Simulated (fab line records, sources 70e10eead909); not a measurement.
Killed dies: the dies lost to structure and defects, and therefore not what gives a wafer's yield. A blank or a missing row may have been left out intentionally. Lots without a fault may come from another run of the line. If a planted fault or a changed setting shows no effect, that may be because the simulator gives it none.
Matching of chambers | flow nandHarc | NHARC_A_STAIRCASE_CMP_152 on cmp-01: 4 sister chambers
The step polishes. 8 wafers are shown with their chamber, then 12 later ones without.

== WAFERS WITH THEIR CHAMBER ==
wafer  | chamber | motorCurrentA (A)
L082.2 | 2       | 11.3
L086.2 | 2       | 11.4
L084.1 | 0       | 14.2
L084.2 | 3       | 13.0
L084.4 | 1       | 11.9
L089.1 | 3       | 13.6
L089.2 | 0       | 12.9
L089.5 | 1       | 11.4

== WAFERS WHOSE CHAMBER IS MISSING ==
wafer  | motorCurrentA (A)
L088.1 | 10.8
L088.2 | 13.3
L088.3 | 13.3
L091.1 | 14.1
L091.3 | 13.2
L091.5 | 13.4
L092.1 | 11.0
L092.4 | 11.4
L092.6 | 10.7
L095.1 | 11.0
L095.4 | 11.2
L095.5 | 13.5

== EACH ONE'S CHAMBER ==
wafer  | from the rows above     | in truth
L088.1 | can't be placed: 2 or 1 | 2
L088.2 | can't be placed: 3 or 0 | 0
L088.3 | can't be placed: 3 or 0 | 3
L091.1 | can't be placed: 0 or 3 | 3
L091.3 | can't be placed: 3 or 0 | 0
L091.5 | can't be placed: 3 or 0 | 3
L092.1 | can't be placed: 2 or 1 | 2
L092.4 | can't be placed: 2 or 1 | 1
L092.6 | can't be placed: 2 or 1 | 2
L095.1 | can't be placed: 2 or 1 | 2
L095.4 | can't be placed: 2 or 1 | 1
L095.5 | can't be placed: 0 or 3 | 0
Correct placement for 0 of the 12. These rows do not allow placing 12 (true chamber among the candidates in 12). Number placed wrongly: 0.
How it was worked out, from the rows above alone: a wafer's distance from a chamber is the root of the sum, over the readings, of the square of ((its reading less the chamber's mean) divided by the reading's scatter). The wafer belongs to the nearest chamber; if the next one is less than 2 further off, it can't be placed. Each chamber's mean is taken over the wafers shown for it. The scatter: take each reading less its chamber's mean, square it, sum over the shown wafers, divide by the number of wafers less the number of chambers, and take the root.
